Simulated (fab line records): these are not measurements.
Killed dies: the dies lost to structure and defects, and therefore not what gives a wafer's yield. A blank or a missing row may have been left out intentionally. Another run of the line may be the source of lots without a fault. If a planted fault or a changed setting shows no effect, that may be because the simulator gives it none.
Chamber matching	flow n5Finfet	N5_PMOS_HMC_CHANNEL_EPI_ETCH_32 on rieDiel-06 has 4 sister chambers
The step etches BARC in N2/H2, stops on SiO2, target depth 85.8 nm, time 50.3 s. 24 wafers are shown with their chamber, then 12 later ones without.

WAFERS, EACH WITH ITS CHAMBER
wafer	chamber	drypumpMotorCurrentA (A)	showerheadPlenumPTorr (Torr)	throttleValvePct (%)
L074.1	3	5.85	2.49	17.2
L074.2	1	5.40	2.67	18.0
L074.3	2	5.82	2.57	18.1
L074.4	0	6.10	2.53	17.8
L074.5	2	5.81	2.57	18.1
L074.6	3	5.88	2.49	17.2
L076.3	3	5.87	2.49	17.2
L076.5	2	5.86	2.56	18.1
L076.6	1	5.41	2.67	18.0
L078.3	3	5.83	2.48	17.3
L078.5	3	5.83	2.48	17.3
L078.6	2	5.86	2.56	18.1
L082.4	0	6.11	2.52	17.8
L082.5	1	5.41	2.66	18.0
L082.6	2	5.83	2.56	18.1
L083.1	3	5.86	2.48	17.3
L083.2	2	5.78	2.56	18.1
L083.3	0	6.09	2.52	17.9
L083.4	1	5.41	2.66	18.0
L083.5	1	5.43	2.66	18.0
L083.6	0	6.09	2.52	17.8
L084.1	2	5.86	2.56	18.1
L084.4	1	5.40	2.66	18.0
L084.6	0	6.09	2.52	17.9

SIGNATURES, as means of the wafers listed above
reading	chamber 0	chamber 1	chamber 2	chamber 3	scatter within a chamber
drypumpMotorCurrentA	6.0960	5.4100	5.8314	5.8533	0.0209
showerheadPlenumPTorr	2.5220	2.6633	2.5629	2.4850	0.00503
throttleValvePct	17.840	18.000	18.100	17.250	0.0367
Rule: distance of a wafer from a chamber = root of the sum over the readings of ((wafer's reading minus chamber's mean) / reading's scatter) squared. If the next closest chamber is less than 2 further off than the closest, the wafer can't be placed; otherwise it belongs to the closest. The scatter is the square root of a quotient: the sum, over the shown wafers, of each reading's squared deviation from its chamber's mean, divided by wafers minus chambers.

WAFERS WHOSE CHAMBER IS MISSING
wafer	drypumpMotorCurrentA (A)	showerheadPlenumPTorr (Torr)	throttleValvePct (%)
L086.1	5.83	2.56	18.1
L086.2	5.85	2.48	17.3
L086.3	5.45	2.66	18.0
L087.1	5.86	2.48	17.3
L087.4	5.42	2.66	18.0
L087.5	5.83	2.56	18.1
L096.1	5.83	2.55	18.2
L096.2	5.88	2.47	17.3
L096.3	6.15	2.51	17.9
L096.4	5.42	2.65	18.0
L096.5	5.42	2.65	18.1
L096.6	6.16	2.51	17.9

WHICH CHAMBER EACH WENT THROUGH
wafer	from the rows above	in truth
L086.1	2	2
L086.2	3	3
L086.3	1	1
L087.1	3	3
L087.4	1	1
L087.5	2	2
L096.1	2	2
L096.2	3	3
L096.3	0	0
L096.4	1	1
L096.5	1	1
L096.6	0	0
Placed correctly: 12 of 12. Can't be placed from these rows: 0. Number placed wrongly: 0.
